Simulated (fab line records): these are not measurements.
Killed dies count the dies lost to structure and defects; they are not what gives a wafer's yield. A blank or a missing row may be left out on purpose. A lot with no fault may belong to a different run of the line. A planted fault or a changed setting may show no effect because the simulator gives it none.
Which tool did it? || flow n5_finfet || 24 lots with 72 wafers sampled at 5 steps, on a route of 1938 steps

== WHAT THE GAUGES READ, wafer by wafer ==
N5_PMOS_HMC_CHANNEL_EPI_THK_MEAS_22. Usual: HMC_CMP_THK typically reads 54.3 nm, with standard deviation 1.
{"lot": "L074", "measured": "day 1 19:20", "on": "film_metro-02", "HMC_CMP_THK (nm)": "54.8 54.8 54.1", "flag": ""}
{"lot": "L075", "measured": "day 2 02:05", "on": "film_metro-02", "HMC_CMP_THK (nm)": "53.1 56.7 55.0", "flag": ""}
{"lot": "L076", "measured": "day 2 08:27", "on": "film_metro-01", "HMC_CMP_THK (nm)": "55.3 54.4 53.9", "flag": ""}
{"lot": "L077", "measured": "day 2 14:44", "on": "film_metro-02", "HMC_CMP_THK (nm)": "53.7 52.2 54.0", "flag": ""}
{"lot": "L078", "measured": "day 2 19:30", "on": "film_metro-02", "HMC_CMP_THK (nm)": "53.7 56.8 56.7", "flag": ""}
{"lot": "L079", "measured": "day 3 01:55", "on": "film_metro-01", "HMC_CMP_THK (nm)": "53.8 54.1 55.6", "flag": ""}
{"lot": "L080", "measured": "day 3 08:09", "on": "film_metro-02", "HMC_CMP_THK (nm)": "52.7 53.9 55.2", "flag": ""}
{"lot": "L081", "measured": "day 3 14:21", "on": "film_metro-01", "HMC_CMP_THK (nm)": "53.9 53.8 53.2", "flag": ""}
{"lot": "L082", "measured": "day 3 20:08", "on": "film_metro-01", "HMC_CMP_THK (nm)": "53.6 55.3 55.1", "flag": ""}
{"lot": "L083", "measured": "day 4 03:03", "on": "film_metro-02", "HMC_CMP_THK (nm)": "54.4 56.4 53.3", "flag": ""}
{"lot": "L084", "measured": "day 4 07:57", "on": "film_metro-02", "HMC_CMP_THK (nm)": "55.6 53.8 53.8", "flag": ""}
{"lot": "L085", "measured": "day 4 13:47", "on": "film_metro-01", "HMC_CMP_THK (nm)": "53.1 55.8 53.7", "flag": ""}
{"lot": "L086", "measured": "day 4 20:09", "on": "film_metro-01", "HMC_CMP_THK (nm)": "56.5 54.0 55.2", "flag": ""}
{"lot": "L087", "measured": "day 5 02:12", "on": "film_metro-02", "HMC_CMP_THK (nm)": "56.0 54.3 56.5", "flag": ""}
{"lot": "L088", "measured": "day 5 08:43", "on": "film_metro-02", "HMC_CMP_THK (nm)": "55.8 53.6 56.2", "flag": ""}
{"lot": "L089", "measured": "day 5 13:53", "on": "film_metro-02", "HMC_CMP_THK (nm)": "52.9 54.3 54.3", "flag": ""}
{"lot": "L090", "measured": "day 5 19:57", "on": "film_metro-02", "HMC_CMP_THK (nm)": "54.3 54.5 55.2", "flag": ""}
{"lot": "L091", "measured": "day 6 02:19", "on": "film_metro-01", "HMC_CMP_THK (nm)": "54.8 55.0 55.0", "flag": ""}
{"lot": "L092", "measured": "day 6 07:50", "on": "film_metro-02", "HMC_CMP_THK (nm)": "56.0 53.6 55.2", "flag": ""}
{"lot": "L093", "measured": "day 6 14:05", "on": "film_metro-02", "HMC_CMP_THK (nm)": "53.9 52.1 53.7", "flag": ""}
{"lot": "L094", "measured": "day 6 20:01", "on": "film_metro-01", "HMC_CMP_THK (nm)": "55.1 53.7 53.3", "flag": ""}
{"lot": "L095", "measured": "day 7 01:31", "on": "film_metro-02", "HMC_CMP_THK (nm)": "54.5 53.6 54.5", "flag": ""}
{"lot": "L096", "measured": "day 7 09:04", "on": "film_metro-02", "HMC_CMP_THK (nm)": "53.4 53.3 55.3", "flag": ""}
{"lot": "L097", "measured": "day 7 14:26", "on": "film_metro-02", "HMC_CMP_THK (nm)": "53.3 54.6 55.3", "flag": ""}

N5_FIN_SAQP_THK_MEAS_07. Usual: 59.9 nm for thk_nm, sd 0.97.
{"lot": "L074", "measured": "day 1 20:46", "on": "film_metro-01", "thk_nm (nm)": "58.7 58.4 58.6", "flag": ""}
{"lot": "L075", "measured": "day 2 03:29", "on": "film_metro-01", "thk_nm (nm)": "59.3 60.7 61.7", "flag": ""}
{"lot": "L076", "measured": "day 2 10:07", "on": "film_metro-02", "thk_nm (nm)": "59.4 60.8 59.4", "flag": ""}
{"lot": "L077", "measured": "day 2 16:09", "on": "film_metro-01", "thk_nm (nm)": "60.3 59.1 59.5", "flag": ""}
{"lot": "L078", "measured": "day 2 20:49", "on": "film_metro-02", "thk_nm (nm)": "60.8 58.9 60.2", "flag": ""}
{"lot": "L079", "measured": "day 3 03:58", "on": "film_metro-02", "thk_nm (nm)": "59.1 60.2 58.7", "flag": ""}
{"lot": "L080", "measured": "day 3 09:34", "on": "film_metro-02", "thk_nm (nm)": "58.8 60.0 60.3", "flag": ""}
{"lot": "L081", "measured": "day 3 15:58", "on": "film_metro-01", "thk_nm (nm)": "59.8 60.5 60.9", "flag": ""}
{"lot": "L082", "measured": "day 3 21:41", "on": "film_metro-01", "thk_nm (nm)": "59.3 58.3 59.3", "flag": ""}
{"lot": "L083", "measured": "day 4 04:28", "on": "film_metro-01", "thk_nm (nm)": "61.3 59.1 60.1", "flag": ""}
{"lot": "L084", "measured": "day 4 09:22", "on": "film_metro-01", "thk_nm (nm)": "60.4 60.7 59.6", "flag": ""}
{"lot": "L085", "measured": "day 4 15:13", "on": "film_metro-01", "thk_nm (nm)": "61.7 62.1 61.2", "flag": ""}
{"lot": "L086", "measured": "day 4 22:26", "on": "film_metro-02", "thk_nm (nm)": "60.1 61.8 62.2", "flag": ""}
{"lot": "L087", "measured": "day 5 03:40", "on": "film_metro-02", "thk_nm (nm)": "60.5 60.1 59.3", "flag": ""}
{"lot": "L088", "measured": "day 5 10:10", "on": "film_metro-01", "thk_nm (nm)": "59.0 60.9 60.6", "flag": ""}
{"lot": "L089", "measured": "day 5 15:22", "on": "film_metro-01", "thk_nm (nm)": "58.7 59.2 60.1", "flag": ""}
{"lot": "L090", "measured": "day 5 22:52", "on": "film_metro-01", "thk_nm (nm)": "58.6 58.4 59.8", "flag": ""}
{"lot": "L091", "measured": "day 6 04:17", "on": "film_metro-01", "thk_nm (nm)": "59.8 58.6 60.1", "flag": ""}
{"lot": "L092", "measured": "day 6 09:20", "on": "film_metro-02", "thk_nm (nm)": "59.4 60.2 60.4", "flag": ""}
{"lot": "L093", "measured": "day 6 15:26", "on": "film_metro-01", "thk_nm (nm)": "59.0 58.1 60.4", "flag": ""}
{"lot": "L094", "measured": "day 6 21:20", "on": "film_metro-02", "thk_nm (nm)": "60.4 59.6 61.1", "flag": ""}
{"lot": "L095", "measured": "day 7 02:49", "on": "film_metro-02", "thk_nm (nm)": "58.7 60.6 60.4", "flag": ""}
{"lot": "L096", "measured": "day 7 10:23", "on": "film_metro-01", "thk_nm (nm)": "60.5 60.1 61.2", "flag": ""}
{"lot": "L097", "measured": "day 7 15:44", "on": "film_metro-02", "thk_nm (nm)": "59.3 60.5 61.2", "flag": ""}

N5_FIN_SAQP_CD_MEAS_27: target cd 20 nm. Usual: 20.27 nm for cd_nm, sd 0.25.
{"lot": "L074", "measured": "day 1 23:43", "on": "cd_sem-02", "cd_nm (nm)": "20.21 20.26 20.47", "flag": ""}
{"lot": "L075", "measured": "day 2 06:11", "on": "cd_sem-02", "cd_nm (nm)": "20.50 20.18 20.07", "flag": ""}
{"lot": "L076", "measured": "day 2 18:22", "on": "cd_sem-03", "cd_nm (nm)": "20.48 20.17 20.25", "flag": ""}
{"lot": "L077", "measured": "day 2 18:46", "on": "cd_sem-02", "cd_nm (nm)": "20.55 20.34 20.26", "flag": ""}
{"lot": "L078", "measured": "day 2 23:45", "on": "cd_sem-02", "cd_nm (nm)": "19.78 20.02 19.81", "flag": ""}
{"lot": "L079", "measured": "day 3 07:18", "on": "cd_sem-02", "cd_nm (nm)": "20.75 19.76 20.13", "flag": ""}
{"lot": "L080", "measured": "day 3 12:29", "on": "cd_sem-01", "cd_nm (nm)": "20.09 20.43 20.04", "flag": ""}
{"lot": "L081", "measured": "day 3 18:57", "on": "cd_sem-02", "cd_nm (nm)": "20.00 20.27 20.43", "flag": ""}
{"lot": "L082", "measured": "day 4 00:29", "on": "cd_sem-03", "cd_nm (nm)": "20.18 20.13 20.18", "flag": ""}
{"lot": "L083", "measured": "day 4 07:03", "on": "cd_sem-01", "cd_nm (nm)": "20.27 20.12 20.34", "flag": ""}
{"lot": "L084", "measured": "day 4 13:38", "on": "cd_sem-03", "cd_nm (nm)": "20.33 20.52 20.27", "flag": ""}
{"lot": "L085", "measured": "day 4 17:53", "on": "cd_sem-02", "cd_nm (nm)": "19.97 20.34 19.94", "flag": ""}
{"lot": "L086", "measured": "day 5 01:44", "on": "cd_sem-01", "cd_nm (nm)": "20.57 20.21 19.80", "flag": ""}
{"lot": "L087", "measured": "day 5 06:22", "on": "cd_sem-01", "cd_nm (nm)": "20.56 20.24 20.21", "flag": ""}
{"lot": "L088", "measured": "day 5 12:55", "on": "cd_sem-02", "cd_nm (nm)": "19.88 20.60 21.01", "flag": ""}
{"lot": "L089", "measured": "day 5 18:30", "on": "cd_sem-02", "cd_nm (nm)": "19.98 20.31 20.00", "flag": ""}
{"lot": "L090", "measured": "day 6 01:21", "on": "cd_sem-02", "cd_nm (nm)": "20.63 20.04 20.21", "flag": ""}
{"lot": "L091", "measured": "day 6 06:54", "on": "cd_sem-02", "cd_nm (nm)": "20.21 20.48 20.47", "flag": ""}
{"lot": "L092", "measured": "day 6 12:07", "on": "cd_sem-01", "cd_nm (nm)": "20.17 20.42 20.30", "flag": ""}
{"lot": "L093", "measured": "day 6 19:55", "on": "cd_sem-03", "cd_nm (nm)": "20.46 19.94 19.96", "flag": ""}
{"lot": "L094", "measured": "day 7 00:21", "on": "cd_sem-01", "cd_nm (nm)": "20.02 20.05 20.46", "flag": ""}
{"lot": "L095", "measured": "day 7 05:38", "on": "cd_sem-01", "cd_nm (nm)": "20.30 20.49 20.27", "flag": ""}
{"lot": "L096", "measured": "day 7 13:06", "on": "cd_sem-03", "cd_nm (nm)": "20.38 19.92 20.42", "flag": ""}
{"lot": "L097", "measured": "day 7 19:25", "on": "cd_sem-03", "cd_nm (nm)": "20.14 20.58 20.31", "flag": ""}

== WHAT TOOL EACH LOT RAN ON (gives the tool, then ch and the chambers of the sampled wafers, and finally the start) ==
{"lot": "L074", "N5_PMOS_HMC_CHANNEL_EPI_EPI_26": "epi_rpcvd-03 ch 0, day 1 19:29", "N5_FIN_SAQP_MANDREL1_REMOVE_56": "rie_si-01 ch 1,2,3, day 1 23:37"}
{"lot": "L075", "N5_PMOS_HMC_CHANNEL_EPI_EPI_26": "epi_rpcvd-02 ch 0, day 2 02:18", "N5_FIN_SAQP_MANDREL1_REMOVE_56": "rie_si-04 ch 0,1,2, day 2 06:04"}
{"lot": "L076", "N5_PMOS_HMC_CHANNEL_EPI_EPI_26": "epi_rpcvd-02 ch 0, day 2 08:34", "N5_FIN_SAQP_MANDREL1_REMOVE_56": "rie_si-03 ch 1,2,3, day 2 18:15"}
{"lot": "L077", "N5_PMOS_HMC_CHANNEL_EPI_EPI_26": "epi_rpcvd-03 ch 0, day 2 14:50", "N5_FIN_SAQP_MANDREL1_REMOVE_56": "rie_si-03 ch 1,2, day 2 18:39"}
{"lot": "L078", "N5_PMOS_HMC_CHANNEL_EPI_EPI_26": "epi_rpcvd-02 ch 0, day 2 19:40", "N5_FIN_SAQP_MANDREL1_REMOVE_56": "rie_si-01 ch 0,2,3, day 2 23:38"}
{"lot": "L079", "N5_PMOS_HMC_CHANNEL_EPI_EPI_26": "epi_rpcvd-03 ch 0, day 3 02:01", "N5_FIN_SAQP_MANDREL1_REMOVE_56": "rie_si-03 ch 1,2,3, day 3 07:11"}
{"lot": "L080", "N5_PMOS_HMC_CHANNEL_EPI_EPI_26": "epi_rpcvd-03 ch 0, day 3 08:16", "N5_FIN_SAQP_MANDREL1_REMOVE_56": "rie_si-03 ch 0,1,3, day 3 12:22"}
{"lot": "L081", "N5_PMOS_HMC_CHANNEL_EPI_EPI_26": "epi_rpcvd-03 ch 0, day 3 14:28", "N5_FIN_SAQP_MANDREL1_REMOVE_56": "rie_si-01 ch 1,2,3, day 3 18:50"}
{"lot": "L082", "N5_PMOS_HMC_CHANNEL_EPI_EPI_26": "epi_rpcvd-03 ch 0, day 3 20:14", "N5_FIN_SAQP_MANDREL1_REMOVE_56": "rie_si-01 ch 0,2,3, day 4 00:22"}
{"lot": "L083", "N5_PMOS_HMC_CHANNEL_EPI_EPI_26": "epi_rpcvd-03 ch 0, day 4 03:10", "N5_FIN_SAQP_MANDREL1_REMOVE_56": "rie_si-04 ch 1,2, day 4 06:56"}
{"lot": "L084", "N5_PMOS_HMC_CHANNEL_EPI_EPI_26": "epi_rpcvd-02 ch 0, day 4 08:08", "N5_FIN_SAQP_MANDREL1_REMOVE_56": "rie_si-04 ch 1,2,3, day 4 13:31"}
{"lot": "L085", "N5_PMOS_HMC_CHANNEL_EPI_EPI_26": "epi_rpcvd-04 ch 0, day 4 14:02", "N5_FIN_SAQP_MANDREL1_REMOVE_56": "rie_si-01 ch 0,3, day 4 17:46"}
{"lot": "L086", "N5_PMOS_HMC_CHANNEL_EPI_EPI_26": "epi_rpcvd-04 ch 0, day 4 20:16", "N5_FIN_SAQP_MANDREL1_REMOVE_56": "rie_si-04 ch 1,2,3, day 5 01:38"}
{"lot": "L087", "N5_PMOS_HMC_CHANNEL_EPI_EPI_26": "epi_rpcvd-02 ch 0, day 5 02:31", "N5_FIN_SAQP_MANDREL1_REMOVE_56": "rie_si-03 ch 0,1,2, day 5 06:14"}
{"lot": "L088", "N5_PMOS_HMC_CHANNEL_EPI_EPI_26": "epi_rpcvd-03 ch 0, day 5 08:49", "N5_FIN_SAQP_MANDREL1_REMOVE_56": "rie_si-04 ch 0,1,2, day 5 12:48"}
{"lot": "L089", "N5_PMOS_HMC_CHANNEL_EPI_EPI_26": "epi_rpcvd-02 ch 0, day 5 13:59", "N5_FIN_SAQP_MANDREL1_REMOVE_56": "rie_si-01 ch 0,2, day 5 18:23"}
{"lot": "L090", "N5_PMOS_HMC_CHANNEL_EPI_EPI_26": "epi_rpcvd-03 ch 0, day 5 20:04", "N5_FIN_SAQP_MANDREL1_REMOVE_56": "rie_si-03 ch 0,1,3, day 6 01:14"}
{"lot": "L091", "N5_PMOS_HMC_CHANNEL_EPI_EPI_26": "epi_rpcvd-04 ch 0, day 6 02:25", "N5_FIN_SAQP_MANDREL1_REMOVE_56": "rie_si-01 ch 1,2,3, day 6 06:47"}
{"lot": "L092", "N5_PMOS_HMC_CHANNEL_EPI_EPI_26": "epi_rpcvd-03 ch 0, day 6 08:04", "N5_FIN_SAQP_MANDREL1_REMOVE_56": "rie_si-03 ch 1,2,3, day 6 12:00"}
{"lot": "L093", "N5_PMOS_HMC_CHANNEL_EPI_EPI_26": "epi_rpcvd-04 ch 0, day 6 14:11", "N5_FIN_SAQP_MANDREL1_REMOVE_56": "rie_si-01 ch 1,2, day 6 19:48"}
{"lot": "L094", "N5_PMOS_HMC_CHANNEL_EPI_EPI_26": "epi_rpcvd-02 ch 0, day 6 20:08", "N5_FIN_SAQP_MANDREL1_REMOVE_56": "rie_si-04 ch 0,1,3, day 7 00:14"}
{"lot": "L095", "N5_PMOS_HMC_CHANNEL_EPI_EPI_26": "epi_rpcvd-02 ch 0, day 7 01:37", "N5_FIN_SAQP_MANDREL1_REMOVE_56": "rie_si-04 ch 0,1,3, day 7 05:31"}
{"lot": "L096", "N5_PMOS_HMC_CHANNEL_EPI_EPI_26": "epi_rpcvd-02 ch 0, day 7 09:17", "N5_FIN_SAQP_MANDREL1_REMOVE_56": "rie_si-01 ch 0,1, day 7 12:59"}
{"lot": "L097", "N5_PMOS_HMC_CHANNEL_EPI_EPI_26": "epi_rpcvd-03 ch 0, day 7 14:32", "N5_FIN_SAQP_MANDREL1_REMOVE_56": "rie_si-03 ch 0,2,3, day 7 19:19"}
- N5_PMOS_HMC_CHANNEL_EPI_EPI_26: deposits Si from SiH4/H2, target thk 3.8 nm, time 22.7 s.
- N5_FIN_SAQP_MANDREL1_REMOVE_56: chemistry HBr/Cl2/O2, target a-Si, stops on SiNx, bt time 10 s.

== WHAT THE TOOLS THEMSELVES READ (means of the sampled wafers that have a number; where no wafer has one, the mark that the record gives instead) ==
N5_PMOS_HMC_CHANNEL_EPI_EPI_26. Usual: chamber_pressure_Torr 20.00 Torr, standard deviation 0.043; throttle_valve_pct 10.9 %, standard deviation 0.37.
{"lot": "L074", "tool": "epi_rpcvd-03", "chamber_pressure_Torr (Torr)": 19.98, "throttle_valve_pct (%)": 10.4, "flag": ""}
{"lot": "L075", "tool": "epi_rpcvd-02", "chamber_pressure_Torr (Torr)": 19.95, "throttle_valve_pct (%)": 11.2, "flag": ""}
{"lot": "L076", "tool": "epi_rpcvd-02", "chamber_pressure_Torr (Torr)": 20.04, "throttle_valve_pct (%)": 11.1, "flag": ""}
{"lot": "L077", "tool": "epi_rpcvd-03", "chamber_pressure_Torr (Torr)": 20.04, "throttle_valve_pct (%)": 10.6, "flag": ""}
{"lot": "L078", "tool": "epi_rpcvd-02", "chamber_pressure_Torr (Torr)": 20.04, "throttle_valve_pct (%)": 11.0, "flag": ""}
{"lot": "L079", "tool": "epi_rpcvd-03", "chamber_pressure_Torr (Torr)": 20.02, "throttle_valve_pct (%)": 10.5, "flag": ""}
{"lot": "L080", "tool": "epi_rpcvd-03", "chamber_pressure_Torr (Torr)": 20.00, "throttle_valve_pct (%)": 10.5, "flag": ""}
{"lot": "L081", "tool": "epi_rpcvd-03", "chamber_pressure_Torr (Torr)": 19.97, "throttle_valve_pct (%)": 10.6, "flag": ""}
{"lot": "L082", "tool": "epi_rpcvd-03", "chamber_pressure_Torr (Torr)": 20.04, "throttle_valve_pct (%)": 10.5, "flag": ""}
{"lot": "L083", "tool": "epi_rpcvd-03", "chamber_pressure_Torr (Torr)": 19.98, "throttle_valve_pct (%)": 10.6, "flag": ""}
{"lot": "L084", "tool": "epi_rpcvd-02", "chamber_pressure_Torr (Torr)": 20.03, "throttle_valve_pct (%)": 11.1, "flag": ""}
{"lot": "L085", "tool": "epi_rpcvd-04", "chamber_pressure_Torr (Torr)": 20.09, "throttle_valve_pct (%)": 11.2, "flag": ""}
{"lot": "L086", "tool": "epi_rpcvd-04", "chamber_pressure_Torr (Torr)": 20.00, "throttle_valve_pct (%)": 11.4, "flag": ""}
{"lot": "L087", "tool": "epi_rpcvd-02", "chamber_pressure_Torr (Torr)": 19.94, "throttle_valve_pct (%)": 11.1, "flag": ""}
{"lot": "L088", "tool": "epi_rpcvd-03", "chamber_pressure_Torr (Torr)": 20.04, "throttle_valve_pct (%)": 10.5, "flag": ""}
{"lot": "L089", "tool": "epi_rpcvd-02", "chamber_pressure_Torr (Torr)": 19.96, "throttle_valve_pct (%)": 11.1, "flag": ""}
{"lot": "L090", "tool": "epi_rpcvd-03", "chamber_pressure_Torr (Torr)": 20.03, "throttle_valve_pct (%)": 10.6, "flag": ""}
{"lot": "L091", "tool": "epi_rpcvd-04", "chamber_pressure_Torr (Torr)": 20.03, "throttle_valve_pct (%)": 11.5, "flag": ""}
{"lot": "L092", "tool": "epi_rpcvd-03", "chamber_pressure_Torr (Torr)": 19.96, "throttle_valve_pct (%)": 10.5, "flag": ""}
{"lot": "L093", "tool": "epi_rpcvd-04", "chamber_pressure_Torr (Torr)": 20.00, "throttle_valve_pct (%)": 11.4, "flag": ""}
{"lot": "L094", "tool": "epi_rpcvd-02", "chamber_pressure_Torr (Torr)": 19.97, "throttle_valve_pct (%)": 11.0, "flag": ""}
{"lot": "L095", "tool": "epi_rpcvd-02", "chamber_pressure_Torr (Torr)": 20.03, "throttle_valve_pct (%)": 11.0, "flag": ""}
{"lot": "L096", "tool": "epi_rpcvd-02", "chamber_pressure_Torr (Torr)": 19.99, "throttle_valve_pct (%)": 11.1, "flag": ""}
{"lot": "L097", "tool": "epi_rpcvd-03", "chamber_pressure_Torr (Torr)": 20.00, "throttle_valve_pct (%)": 10.6, "flag": ""}

N5_FIN_SAQP_MANDREL1_REMOVE_56. Usual: drypump_motor_current_A 5.6 A, standard deviation 0.51; oes_product_au 1.007 a.u., standard deviation 0.014; throttle_valve_pct 36.8 %, standard deviation 0.55.
{"lot": "L074", "tool": "rie_si-01", "drypump_motor_current_A (A)": 5.5, "oes_product_au (a.u.)": 0.997, "throttle_valve_pct (%)": 36.6, "flag": ""}
{"lot": "L075", "tool": "rie_si-04", "drypump_motor_current_A (A)": 5.6, "oes_product_au (a.u.)": 1.021, "throttle_valve_pct (%)": 36.7, "flag": ""}
{"lot": "L076", "tool": "rie_si-03", "drypump_motor_current_A (A)": 5.8, "oes_product_au (a.u.)": 0.998, "throttle_valve_pct (%)": 36.9, "flag": ""}
{"lot": "L077", "tool": "rie_si-03", "drypump_motor_current_A (A)": 5.6, "oes_product_au (a.u.)": 0.993, "throttle_valve_pct (%)": 36.5, "flag": ""}
{"lot": "L078", "tool": "rie_si-01", "drypump_motor_current_A (A)": 5.9, "oes_product_au (a.u.)": 0.993, "throttle_valve_pct (%)": 36.6, "flag": ""}
{"lot": "L079", "tool": "rie_si-03", "drypump_motor_current_A (A)": 5.9, "oes_product_au (a.u.)": 1.005, "throttle_valve_pct (%)": 36.9, "flag": ""}
{"lot": "L080", "tool": "rie_si-03", "drypump_motor_current_A (A)": 5.8, "oes_product_au (a.u.)": 1.012, "throttle_valve_pct (%)": 36.6, "flag": ""}
{"lot": "L081", "tool": "rie_si-01", "drypump_motor_current_A (A)": 5.5, "oes_product_au (a.u.)": 0.998, "throttle_valve_pct (%)": 36.6, "flag": ""}
{"lot": "L082", "tool": "rie_si-01", "drypump_motor_current_A (A)": 5.9, "oes_product_au (a.u.)": 0.992, "throttle_valve_pct (%)": 36.5, "flag": ""}
{"lot": "L083", "tool": "rie_si-04", "drypump_motor_current_A (A)": 5.8, "oes_product_au (a.u.)": 1.019, "throttle_valve_pct (%)": 36.6, "flag": ""}
{"lot": "L084", "tool": "rie_si-04", "drypump_motor_current_A (A)": 5.9, "oes_product_au (a.u.)": 1.018, "throttle_valve_pct (%)": 36.9, "flag": ""}
{"lot": "L085", "tool": "rie_si-01", "drypump_motor_current_A (A)": 5.6, "oes_product_au (a.u.)": 1.003, "throttle_valve_pct (%)": 36.9, "flag": ""}
{"lot": "L086", "tool": "rie_si-04", "drypump_motor_current_A (A)": 5.9, "oes_product_au (a.u.)": 1.020, "throttle_valve_pct (%)": 36.9, "flag": ""}
{"lot": "L087", "tool": "rie_si-03", "drypump_motor_current_A (A)": 5.6, "oes_product_au (a.u.)": 1.006, "throttle_valve_pct (%)": 36.5, "flag": ""}
{"lot": "L088", "tool": "rie_si-04", "drypump_motor_current_A (A)": 5.7, "oes_product_au (a.u.)": 1.022, "throttle_valve_pct (%)": 36.8, "flag": ""}
{"lot": "L089", "tool": "rie_si-01", "drypump_motor_current_A (A)": 5.9, "oes_product_au (a.u.)": 1.003, "throttle_valve_pct (%)": 36.3, "flag": ""}
{"lot": "L090", "tool": "rie_si-03", "drypump_motor_current_A (A)": 5.8, "oes_product_au (a.u.)": 1.013, "throttle_valve_pct (%)": 36.5, "flag": ""}
{"lot": "L091", "tool": "rie_si-01", "drypump_motor_current_A (A)": 5.5, "oes_product_au (a.u.)": 1.005, "throttle_valve_pct (%)": 36.6, "flag": ""}
{"lot": "L092", "tool": "rie_si-03", "drypump_motor_current_A (A)": 5.9, "oes_product_au (a.u.)": 1.000, "throttle_valve_pct (%)": 36.9, "flag": ""}
{"lot": "L093", "tool": "rie_si-01", "drypump_motor_current_A (A)": 5.8, "oes_product_au (a.u.)": 1.006, "throttle_valve_pct (%)": 36.0, "flag": ""}
{"lot": "L094", "tool": "rie_si-04", "drypump_motor_current_A (A)": 5.4, "oes_product_au (a.u.)": 1.012, "throttle_valve_pct (%)": 37.0, "flag": ""}
{"lot": "L095", "tool": "rie_si-04", "drypump_motor_current_A (A)": 5.5, "oes_product_au (a.u.)": 1.012, "throttle_valve_pct (%)": 37.0, "flag": ""}
{"lot": "L096", "tool": "rie_si-01", "drypump_motor_current_A (A)": 5.0, "oes_product_au (a.u.)": 1.015, "throttle_valve_pct (%)": 36.7, "flag": ""}
{"lot": "L097", "tool": "rie_si-03", "drypump_motor_current_A (A)": 5.8, "oes_product_au (a.u.)": 1.017, "throttle_valve_pct (%)": 36.8, "flag": ""}

== THE ANSWER, worked out from the rows above alone ==
Rule: a lot counts as off when the mean over its wafers that have a number is more than 3 standard deviations away from the usual mean. Also off: a lot with no number at a reading for which 4 or more lots have one. All remaining lots with rows at the step are treated as sound. The gauges are gone through in route order, then the tools' own readings, and for those a lot's mean is taken as printed above. The first step at which some lot is off is used, and at that step the reading that is off furthest; a lot without a number counts as furthest.
No lot is off at any reading shown: from this, nothing can be told.

== WHAT HAD BEEN PUT IN BY THE SIMULATOR ==
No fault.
